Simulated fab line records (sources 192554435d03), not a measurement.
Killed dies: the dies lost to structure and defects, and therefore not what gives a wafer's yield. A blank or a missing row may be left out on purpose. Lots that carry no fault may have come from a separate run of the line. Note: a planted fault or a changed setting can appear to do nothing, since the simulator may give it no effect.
fab line records	flow n5Finfet
record: lots: 7	wafers: 21
route steps=1938 shown WELL_APT@21 FIN_SAQP@125 FIN_CUT@169 SD_EPI_N@288 SD_EPI_P@295 SDB@350 HKMG_FIN@401 GATE_CUT@484
startH: the number of hours between the record's first day and the start of the first shown wafer of the lot	waitH: hours elapsed since this lot's preceding step	" the same as in the row above	L1.1+2: one row covering several wafers at once	- no value, or no start given	* or withheld: withheld	< > ~ a bound
route shown NAME@n: a module of which the file shows steps, and the number in the route of the first	usual: mean and standard deviation over wafers with no fault	same: alike in all rows	chamber/n: place in a boat	sites: each site's reading	_std_site: standard deviation of those values	_edge_site: outer sites' mean less inner sites'	radiusMm: how far each site lies from the wafer's centre	mask NAME#n: copy n	behind: the last tool/chamber to shape the wafer	hold: reason for holding the lot/hours on hold/outcome of the hold	device: the transistor (n, p or np) that didn't switch	end of line: the tests these same wafers got at the end of their route	a step given without rows: its recipe and nothing more	killed: dies lost to structure and defects at the first sort, not the wafer's yield	map: a wafer's dies, x killed, . not, _ none there
set.NAME: setting as actually run; set.NAME@STEP: the setting as run at that earlier step	model.NAME: the simulator's own value behind a step, which no gauge read
lots with deliberately changed settings; one table per step, one row per wafer
== steps ==
step: N5_WELL_APT_COAT_02
recipe: spinRpm: 1357	resistThkNm: 950
lot.wafer	tool	chamber	startH	waitH	set.spinRpm	model.coat_of_WELL_APT_COAT_02.thkNm
L077.4	lithoTrack-04	0	-	-	1357	951.6
L077.5	"	0	"	"	1357	955.3
L077.6	"	0	"	"	1257	989.7
L078.1	lithoTrack-05	0	-	-	1357	946.1
L078.4	"	0	"	"	1357	944.5
L078.5	"	0	"	"	1357	946
L080.2	lithoTrack-05	0	-	-	1357	948.8
L080.3	"	0	"	"	1357	946.1
L080.5	"	0	"	"	1357	943.6
L084.2	lithoTrack-02	0	-	-	1357	952
L084.4	"	0	"	"	1357	949.7
L084.6	"	0	"	"	1357	949.5
L087.1	lithoTrack-05	0	-	-	1499	901.9
L087.2+3	"	0	"	"	1499	902.3
L088.1	lithoTrack-02	0	-	-	1234	999.6
L088.2	"	0	"	"	1357	954.3
L088.6	"	0	"	"	1357	953.7
L094.2	lithoTrack-05	0	-	-	1357	952.4
L094.3	"	0	"	"	1451	920.1
L094.5	"	0	"	"	1357	949.4
step: N5_FIN_SAQP_SPACER1_ALD_24
recipe: material: SiO2	targetThkA: 203	tempC: 300	aldPrecursorFamily: BDEAS	aldCoReactant: O2-plasma	pulseTimeS: 1	purgeTimeS: 2	coReactantPurgeTimeS: 2	aldCycles: 218	pressureTorr: 2
lot.wafer	tool	chamber	startH	waitH	set.aldCycles	model.SiO2_of_FIN_SAQP_SPACER1_ALD_24.thkNm
L077.4	aldSin-02	2	41.39	0.1	250	23.2
L077.5	"	3	"	"	250	23.4
L077.6	"	2	"	"	218	20.2
L078.1	aldSin-03	3	47.18	0.3	218	20.2
L078.4+5	"	1	"	"	218	20.4
L080.2	aldSin-02	0	59.49	0.3	218	20.4
L080.3	"	3	"	"	185	17.6
L080.5	"	1	"	"	185	17.2
L084.2+6	aldSin-02	0,3	82.95	0.3	218	20.4
L084.4	"	1	"	"	218	20.2
L087.1+3	aldSin-03	0,2	102.70	0.3	218	20.2
L087.2	"	1	"	"	218	20.4
L088.1	aldSin-03	0	109.44	0.3	218	20.2
L088.2+6	"	1,2	"	"	187	17.4
L094.2	aldSin-03	0	143.35	0.3	193	18
L094.3	"	1	"	"	218	20.6
L094.5	"	3	"	"	193	18.2
step: N5_FIN_SAQP_SPACER1_ETCHBACK_25
recipe: chemistry: CHF3/O2	mode: anisotropicEtchback	target: SiO2	targetDepthA: 244	timeS: 12.2	pressureMtorr: 30	sourceW: 650	biasW: 170	Ar_flow_sccm: 200	CHF3_flow_sccm: 50	O2_flow_sccm: 5	ionEnergyEv: 200
step: N5_FIN_SAQP_MANDREL1_REMOVE_56
recipe: chemistry: HBr/Cl2/O2	btTimeS: 10	target: a-Si	stopOn: SiNx	endpoint: OES-SiCl	overEtchFrac: 1	icpW: 600	biasW: 22	HBr_flow_sccm: 150	Cl2_flow_sccm: 80	O2_flow_sccm: 5	pressureMtorr: 10
lot.wafer	tool	chamber	startH	waitH	set.aldCycles@FIN_SAQP_SPACER1_ALD_24	model.FIN_SAQP.cdNm
L077.4	rieSi-06	1	42.23	0.1	250	23.2
L077.5	"	2	"	"	250	23.6
L077.6	"	1	"	"	218	20.2
L078.1	rieSi-06	3	48.05	0.1	218	20.2
L078.4+5	"	2	"	"	218	20.6
L080.2	rieSi-05	2	60.30	0.1	218	20.4
L080.3	"	3	"	"	185	17.6
L080.5	"	1	"	"	185	17.4
L084.2	rieSi-06	1	83.75	0.1	218	20.2
L084.4	"	0	"	"	218	20
L084.6	"	0	"	"	218	20.4
L087.1	rieSi-05	3	103.50	0.1	218	20.2
L087.2+3	"	1,2	"	"	218	20.6
L088.1	rieSi-02	1	110.52	0.1	218	20.2
L088.2+6	"	0	"	"	187	17.4
L094.2+5	rieSi-05	0	144.16	0.1	193	18
L094.3	"	1	"	"	218	20.6
step: N5_FIN_SAQP_CD_MEAS_27
recipe: targetCdNm: 20	landingEnergyEv: 1000	detector: seInlens	polarity: line
usual: cdNm: 20.37/0.23
lot.wafer	tool	chamber	startH	waitH	set.aldCycles@FIN_SAQP_SPACER1_ALD_24	cdNm
L077.4	cdSem-03	0	42.35	0.1	250	23.14
L077.5	"	0	"	"	250	23.59
L077.6	"	0	"	"	218	20.33
L078.1	cdSem-01	0	48.16	0.1	218	20.34
L078.4	"	0	"	"	218	20.44
L078.5	"	0	"	"	218	20.73
L080.2	cdSem-01	0	60.42	0.1	218	20.41
L080.3	"	0	"	"	185	17.40
L080.5	"	0	"	"	185	17.66
L084.2	cdSem-03	0	83.86	0.1	218	20.25
L084.4	"	0	"	"	218	20.45
L084.6	"	0	"	"	218	20.56
L087.1	cdSem-01	0	103.61	0.1	218	20.48
L087.2	"	0	"	"	218	20.88
L087.3	"	0	"	"	218	20.72
L088.1	cdSem-03	0	110.63	0.1	218	20.35
L088.2	"	0	"	"	187	17.24
L088.6	"	0	"	"	187	17.40
L094.2	cdSem-03	0	144.27	0.1	193	17.91
L094.3	"	0	"	"	218	20.38
L094.5	"	0	"	"	193	18.01
step: N5_FIN_CUT_ETCH_21
recipe: chemistry: N2/H2	target: SOC	targetDepthA: 2190	overetchA: 438	maskMaterial: SiARC	tempC: 40	ionEnergyEv: 100	biasW: 61	timeS: 523.5	pressureMtorr: 30	sourceW: 850	n2FlowSccm: 200	h2FlowSccm: 200
lot.wafer	tool	chamber	startH	waitH	set.timeS	model.SiARC_of_FIN_CUT_COAT_19.thkNm
L077.4+6	rieDiel-02	0,1	45.33	0.0	523.5	11.8
L077.5	"	0	"	"	523.5	11.6
L078.1+4+5	rieDiel-01	1,0,3	51.38	0.0	523.5	12
L080.2	rieDiel-01	2	64.14	0.0	414.5	13.4
L080.3	"	1	"	"	523.5	12.2
L080.5	"	1	"	"	414.5	13.8
L084.2	rieDiel-01	1	86.63	0.0	629.5	10.8
L084.4+6	"	2	"	"	523.5	12
L087.1+3	rieDiel-02	1,2	106.58	0.0	523.5	11.8
L087.2	"	3	"	"	523.5	12
L088.1	rieDiel-06	1	114.54	0.0	523.5	11.8
L088.2	"	3	"	"	476.8	12.8
L088.6	"	0	"	"	523.5	12
L094.2	rieDiel-06	3	147.24	0.0	523.5	11.8
L094.3	"	1	"	"	523.5	11.4
L094.5	"	3	"	"	553.1	11.6
step: N5_SD_EPI_N_EPI_21
recipe: material: Si:P	dopant: P	tempC: 680	pressureTorr: 255	timeS: 690
lot.wafer	tool	chamber	startH	waitH	set.tempC	model.Si-P_of_SD_EPI_N_EPI_21.thkNm
L077.4	epiRpcvd-03	0	69.15	0.9	680	58.6
L077.5	"	0	"	"	680	59.2
L077.6	"	0	"	"	681.7	61.6
L078.1	epiRpcvd-03	0	80.70	0.1	680	58.8
L078.4	"	0	"	"	680	59.4
L078.5	"	0	"	"	680	58.6
L080.2	epiRpcvd-02	0	87.20	0.4	678.3	57.6
L080.3	"	0	"	"	678.3	58
L080.5	"	0	"	"	680	59.6
L084.2	epiRpcvd-03	0	114.05	0.5	680	58.8
L084.4	"	0	"	"	678.7	57.4
L084.6	"	0	"	"	680	58.4
L087.1	epiRpcvd-04	0	129.80	0.1	680	59.8
L087.2	"	0	"	"	680	59.6
L087.3	"	0	"	"	680	60.4
L088.1+2	epiRpcvd-04	0	138.43	0.1	683.6	62.6
L088.6	"	0	139.83	1.4	683.6	63
L094.2+5	epiRpcvd-03	0	170.08	0.4	680	58.8
L094.3	"	0	"	"	680	59.8
step: N5_SD_EPI_N_PRECLEAN_24
recipe: chemistry: O3/DIW	timeS: 60	tempC: 22	o3Ppm: 10
lot.wafer	tool	chamber	startH	waitH	set.tempC@SD_EPI_N_EPI_21	model.Si-P_of_SD_EPI_N_EPI_21.thkNm
L077.4	wetBench-03	3	70.06	0.0	680	58.2
L077.5	"	7	"	"	680	58.8
L077.6	"	2	"	"	681.7	61
L078.1	wetBench-03	1	82.50	0.1	680	58.4
L078.4	"	2	"	"	680	59
L078.5	"	0	"	"	680	58.2
L080.2	wetBench-03	2	88.68	0.0	678.3	57.2
L080.3	"	1	"	"	678.3	57.6
L080.5	"	6	"	"	680	59.2
L084.2	wetBench-02	1	115.99	0.0	680	58.4
L084.4	"	6	"	"	678.7	57
L084.6	"	4	"	"	680	58
L087.1+2	wetBench-03	2,5	131.56	0.0	680	59.2
L087.3	"	6	"	"	680	60
L088.1+2	wetBench-02	3,0	140.20	0.1	683.6	62.2
L088.6	"	2	"	"	683.6	62.6
L094.2+5	wetBench-02	6,5	171.58	0.0	680	58.4
L094.3	"	7	"	"	680	59.4
step: N5_SD_EPI_P_COAT_34
recipe: resist: SOC	tempC: 250	timeS: 60	spinRpm: 1500	resistThkNm: 350
lot.wafer	tool	chamber	startH	waitH	set.spinRpm	model.SOC_of_SD_EPI_P_COAT_34.thkNm
L077.4	lithoTrack-03	0	70.61	0.0	1500	351.6
L077.5	"	0	"	"	1409	362.8
L077.6	"	0	"	"	1500	351.8
L078.1	lithoTrack-05	0	83.05	0.0	1500	349.8
L078.4	"	0	"	"	1500	350
L078.5	"	0	"	"	1500	350.8
L080.2	lithoTrack-05	0	89.42	0.0	1577	342.2
L080.3	"	0	"	"	1577	342
L080.5	"	0	"	"	1500	350.6
L084.2	lithoTrack-03	0	116.54	0.0	1500	350.2
L084.4	"	0	"	"	1632	336.4
L084.6	"	0	"	"	1500	351.8
L087.1	lithoTrack-05	0	132.12	0.0	1500	349.6
L087.2	"	0	"	"	1500	350.2
L087.3	"	0	"	"	1500	349.8
L088.1	lithoTrack-03	0	140.76	0.0	1500	350.2
L088.2	"	0	"	"	1500	350.6
L088.6	"	0	"	"	1409	361.2
L094.2	lithoTrack-03	0	172.13	0.0	1564	342.8
L094.3	"	0	"	"	1564	342.2
L094.5	"	0	"	"	1500	351.2
step: N5_SD_EPI_P_COAT_35
recipe: resist: SiARC	tempC: 220	timeS: 60	spinRpm: 1500	resistThkNm: 35
step: N5_SD_EPI_P_COAT_03
recipe: resist: CAR-ArF-block	spinRpm: 1500	resistThkNm: 150
step: N5_SD_EPI_P_EPI_21
recipe: material: SiGe:B	dopant: B	tempC: 550	pressureTorr: 20	ambient: H2	timeS: 355
step: N5_SD_EPI_P_HM_STRIP_48
recipe: chemistry: H3PO4	tempC: 160	material: SiNx	target: SiNx	targetDepthA: 30	overetchFraction: 0.3
lot.wafer	tool	chamber	startH	waitH	set.tempC@SD_EPI_N_EPI_21	model.Si-P_of_SD_EPI_N_EPI_21.thkNm
L077.4	wetBench-01	2	74.95	0.0	680	58
L077.5	"	7	"	"	680	58.4
L077.6	"	4	"	"	681.7	60.8
L078.1+5	wetBench-01	2,3	86.97	0.0	680	58
L078.4	"	7	"	"	680	58.8
L080.2	wetBench-04	7	93.46	0.0	678.3	57
L080.3	"	3	"	"	678.3	57.4
L080.5	"	4	"	"	680	59
L084.2	wetBench-06	2	121.29	0.0	680	58.2
L084.4	"	4	"	"	678.7	56.8
L084.6	"	1	"	"	680	57.8
L087.1+2	wetBench-06	4,3	136.05	0.0	680	59
L087.3	"	6	"	"	680	59.6
L088.1+2	wetBench-06	6,3	144.67	0.0	683.6	62
L088.6	"	7	"	"	683.6	62.2
L094.2	wetBench-01	6	176.89	0.0	680	58.2
L094.3	"	1	"	"	680	59.2
L094.5	"	7	"	"	680	58
step: N5_SDB_COAT_05
recipe: resist: CAR-ArF	spinRpm: 1500	resistThkNm: 90
lot.wafer	tool	chamber	startH	waitH	set.spinRpm	model.CAR-ArF_of_SDB_COAT_05.thkNm
L077.4+5+6	lithoTrack-02	0	-	-	1500	90.4
L078.1+4+5	lithoTrack-03	0	-	-	1500	89.8
L080.2	lithoTrack-02	0	-	-	1500	90.2
L080.3	"	0	"	"	1562	88.6
L080.5	"	0	"	"	1562	88.4
L084.2+6	lithoTrack-03	0	-	-	1398	93.8
L084.4	"	0	"	"	1398	93.6
L087.1	lithoTrack-02	0	-	-	1500	90
L087.2	"	0	"	"	1605	87.2
L087.3	"	0	"	"	1500	90.2
L088.1	lithoTrack-03	0	-	-	1385	93.8
L088.2	"	0	"	"	1500	90.4
L088.6	"	0	"	"	1385	94
L094.2+3+5	lithoTrack-02	0	-	-	1500	90.2
step: N5_SDB_EBR_07
recipe: solvent: PGMEA	ebrWidthMm: 1.5
step: N5_SDB_SOFTBAKE_06
recipe: tempC: 110	timeS: 60	resist: CAR-ArF
step: N5_SDB_EXPOSE_08
recipe: maskId: SDB	na: 1.35	sourceShape: conventional	sigmaOuter: 0.5	polarization: unpolarized	doseMj: 49.6
step: N5_SDB_PEB_09
recipe: pebTempC: withheld	pebTimeS: 60	resist: CAR-ArF
step: N5_SDB_DEVELOP_10
recipe: developTimeS: 30	developer: TMAH	resist: CAR-ArF	rinseLiquid: diw	dry: airSpin	devTempC: 23
lot.wafer	tool	chamber	startH	waitH	set.spinRpm@SDB_COAT_05	model.CAR-ArF_of_SDB_COAT_05.thkNm
L077.4+6	lithoTrack-02	0	-	-	1500	88.8
L077.5	"	0	"	"	1500	88.6
L078.1+4	lithoTrack-02	0	-	-	1500	88
L078.5	"	0	"	"	1500	88.2
L080.2	lithoTrack-03	0	-	-	1500	88.6
L080.3	"	0	"	"	1562	86.8
L080.5	"	0	"	"	1562	86.6
L084.2+6	lithoTrack-03	0	-	-	1398	92
L084.4	"	0	"	"	1398	91.8
L087.1	lithoTrack-03	0	-	-	1500	88.4
L087.2	"	0	"	"	1605	85.6
L087.3	"	0	"	"	1500	88.6
L088.1+6	lithoTrack-04	0	-	-	1385	92.2
L088.2	"	0	"	"	1500	88.6
L094.2+3	lithoTrack-04	0	-	-	1500	88.4
L094.5	"	0	"	"	1500	88.6
step: N5_SDB_DESCUM_16
recipe: chemistry: O2	timeS: 7.9	sourcePowerW: 50	biasPowerW: 20	pressureMtorr: 20	rfFrequencyHz: 2.712e+07	tempC: 40	resist: CAR-ArF	o2FlowSccm: 225
step: N5_SDB_ETCH_17
recipe: chemistry: CF4	target: SiARC	targetDepthA: 234	maskMaterial: CAR-ArF	timeS: 39	ionEnergyEv: 80	pressureMtorr: 40	sourceW: 545	biasW: 36	Ar_flow_sccm: 100	cf4FlowSccm: 100	ends: cleared
lot.wafer	tool	chamber	startH	waitH	set.spinRpm@SDB_COAT_05	model.CAR-ArF_of_SDB_COAT_05.thkNm
L077.4+6	rieDiel-03	0,1	82.78	0.0	1500	67.2
L077.5	"	0	"	"	1500	67
L078.1+4	rieDiel-05	0,3	94.63	0.0	1500	66.4
L078.5	"	1	"	"	1500	66.6
L080.2	rieDiel-03	3	101.33	0.0	1500	67
L080.3	"	0	"	"	1562	65.2
L080.5	"	3	"	"	1562	65
L084.2+6	rieDiel-05	3,1	130.24	0.0	1398	70.4
L084.4	"	0	"	"	1398	70.2
L087.1	rieDiel-04	0	144.23	0.0	1500	66.6
L087.2	"	1	"	"	1605	64
L087.3	"	3	"	"	1500	66.8
L088.1	rieDiel-03	1	153.54	0.0	1385	70.6
L088.2	"	2	"	"	1500	67
L088.6	"	3	"	"	1385	70.8
L094.2	rieDiel-04	3	184.68	0.0	1500	66.6
L094.3	"	1	"	"	1500	67
L094.5	"	3	"	"	1500	66.8
step: N5_HKMG_FIN_DESCUM_53
recipe: chemistry: O2	timeS: 7.9	sourcePowerW: 50	biasPowerW: 20	pressureMtorr: 20	rfFrequencyHz: 2.712e+07	tempC: 40	resist: CAR-ArF	o2FlowSccm: 225
lot.wafer	tool	chamber	startH	waitH	set.timeS	model.CAR-ArF_of_HKMG_FIN_COAT_43.thkNm
L077.4	rieDiel-04	1	88.28	0.0	7.9	84
L077.5	"	0	"	"	9.172	82.8
L077.6	"	3	"	"	7.9	83.8
L078.1+4	rieDiel-04	1,3	100.75	0.0	7.9	83
L078.5	"	1	"	"	7.9	83.4
L080.2	rieDiel-05	1	107.78	1.0	7.9	83.6
L080.3	"	2	"	"	9.314	82.8
L080.5	"	1	"	"	9.314	83
L084.2	rieDiel-03	0	136.02	0.0	9.123	82.6
L084.4	"	3	"	"	9.123	82.2
L084.6	"	1	"	"	7.9	83.4
L087.1	rieDiel-04	1	150.21	0.2	7.9	83.6
L087.2	"	0	"	"	7.9	83.4
L087.3	"	3	"	"	9.388	82.4
L088.1	rieDiel-05	2	160.13	0.0	8.795	82.6
L088.2	"	1	"	"	7.9	83.6
L088.6	"	2	"	"	8.795	82.8
L094.2+5	rieDiel-05	2,0	190.45	0.0	7.9	83.2
L094.3	"	1	"	"	7.9	83
step: N5_GATE_CUT_EXPOSE_10
recipe: maskId: GATE_CUT	na: 0.33	sourceShape: annular	sigmaInner: 0.35	sigmaOuter: 0.8	polarization: unpolarized	targetCdNm: 20	doseMj: 43.25
lot.wafer	tool	chamber	startH	waitH	mask	set.doseMj
L077.4+5	euvScanner-02	0	99.74	-	GATE_CUT#0	43.25
L077.6	"	0	"	"	GATE_CUT#0	44.48
L078.1+4+5	euvScanner-02	0	112.87	-	GATE_CUT#0	43.25
L080.2+3+5	euvScanner-01	0	122.65	-	GATE_CUT#0	43.25
L084.2+6	euvScanner-02	0	147.92	-	GATE_CUT#0	40.63
L084.4	"	0	"	"	GATE_CUT#0	43.25
L087.1+2+3	euvScanner-01	0	162.26	-	GATE_CUT#0	43.25
L088.1	euvScanner-02	0	171.57	-	GATE_CUT#0	43.25
L088.2+6	"	0	"	"	GATE_CUT#0	40.72
L094.2+5	euvScanner-01	0	203.91	-	GATE_CUT#0	41.64
L094.3	"	0	"	"	GATE_CUT#0	43.25
step: N5_GATE_CUT_PEB_11
recipe: pebTempC: 100	pebTimeS: 60	resist: CAR-EUV
step: N5_GATE_CUT_DEVELOP_12
recipe: developTimeS: 30	developer: TMAH	resist: CAR-EUV	rinseLiquid: surfactantRinse	dry: airSpin	devTempC: 23
step: N5_GATE_CUT_CD_MEAS_13
recipe: targetCdNm: 20	landingEnergyEv: 500	detector: seInlens
usual: cdNm: 20.07/0.28
lot.wafer	tool	chamber	startH	waitH	set.doseMj@GATE_CUT_EXPOSE_10	cdNm
L077.4	cdSem-01	0	99.86	-	43.25	20.24
L077.5	"	0	"	"	43.25	20.30
L077.6	"	0	"	"	44.48	20.57
L078.1	cdSem-03	0	113.00	-	43.25	19.32
L078.4	"	0	"	"	43.25	20.09
L078.5	"	0	"	"	43.25	20.37
L080.2	cdSem-01	0	122.78	-	43.25	19.92
L080.3	"	0	"	"	43.25	19.52
L080.5	"	0	"	"	43.25	19.89
L084.2	cdSem-03	0	148.05	-	40.63	18.48
L084.4	"	0	"	"	43.25	20.04
L084.6	"	0	"	"	40.63	18.33
L087.1	cdSem-03	0	162.39	-	43.25	20.14
L087.2	"	0	"	"	43.25	20.33
L087.3	"	0	"	"	43.25	19.96
L088.1	cdSem-01	0	171.70	-	43.25	19.81
L088.2	"	0	"	"	40.72	18.72
L088.6	"	0	"	"	40.72	18.36
L094.2	cdSem-03	0	204.04	-	41.64	18.93
L094.3	"	0	"	"	43.25	19.99
L094.5	"	0	"	"	41.64	18.81
== key ==
split: step: N5_WELL_APT_COAT_02	setting: spinRpm	stated: 1357	by: wafer
response: step: N5_WELL_APT_COAT_02	reading: model.coat_of_WELL_APT_COAT_02.thkNm	change: -4.85	per: 1%	r: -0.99
split: step: N5_FIN_SAQP_SPACER1_ALD_24	setting: aldCycles	stated: 218	by: wafer
response: step: N5_FIN_SAQP_SPACER1_ALD_24	reading: model.SiO2_of_FIN_SAQP_SPACER1_ALD_24.thkNm	change: +0.205	per: 1%	r: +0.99
response: step: N5_FIN_SAQP_MANDREL1_REMOVE_56	reading: model.FIN_SAQP.cdNm	change: +0.206	per: 1%	r: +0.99
response: step: N5_FIN_SAQP_CD_MEAS_27	reading: cdNm	change: +0.204	per: 1%	r: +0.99
split: step: N5_FIN_CUT_ETCH_21	setting: timeS	stated: 523.5	by: wafer
response: step: N5_FIN_CUT_ETCH_21	reading: model.SiARC_of_FIN_CUT_COAT_19.thkNm	change: -0.0644	per: 1%	r: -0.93
split: step: N5_SD_EPI_N_EPI_21	setting: tempC	stated: 680	by: wafer
response: step: N5_SD_EPI_N_EPI_21	reading: model.Si-P_of_SD_EPI_N_EPI_21.thkNm	change: +8.38	per: 1%	r: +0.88
response: step: N5_SD_EPI_N_PRECLEAN_24	reading: model.Si-P_of_SD_EPI_N_EPI_21.thkNm	change: +8.07	per: 1%	r: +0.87
response: step: N5_SD_EPI_P_HM_STRIP_48	reading: model.Si-P_of_SD_EPI_N_EPI_21.thkNm	change: +8.23	per: 1%	r: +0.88
split: step: N5_SD_EPI_P_COAT_34	setting: spinRpm	stated: 1500	by: wafer
response: step: N5_SD_EPI_P_COAT_34	reading: model.SOC_of_SD_EPI_P_COAT_34.thkNm	change: -1.75	per: 1%	r: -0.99
split: step: N5_SDB_COAT_05	setting: spinRpm	stated: 1500	by: wafer
response: step: N5_SDB_COAT_05	reading: model.CAR-ArF_of_SDB_COAT_05.thkNm	change: -0.434	per: 1%	r: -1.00
response: step: N5_SDB_DEVELOP_10	reading: model.CAR-ArF_of_SDB_COAT_05.thkNm	change: -0.447	per: 1%	r: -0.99
response: step: N5_SDB_ETCH_17	reading: model.CAR-ArF_of_SDB_COAT_05.thkNm	change: -0.441	per: 1%	r: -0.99
split: step: N5_HKMG_FIN_DESCUM_53	setting: timeS	stated: 7.9	by: wafer
response: step: N5_HKMG_FIN_DESCUM_53	reading: model.CAR-ArF_of_HKMG_FIN_COAT_43.thkNm	change: -0.0588	per: 1%	r: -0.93
split: step: N5_GATE_CUT_EXPOSE_10	setting: doseMj	stated: 43.25	by: wafer
response: step: N5_GATE_CUT_CD_MEAS_13	reading: cdNm	change: +0.241	per: 1%	r: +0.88
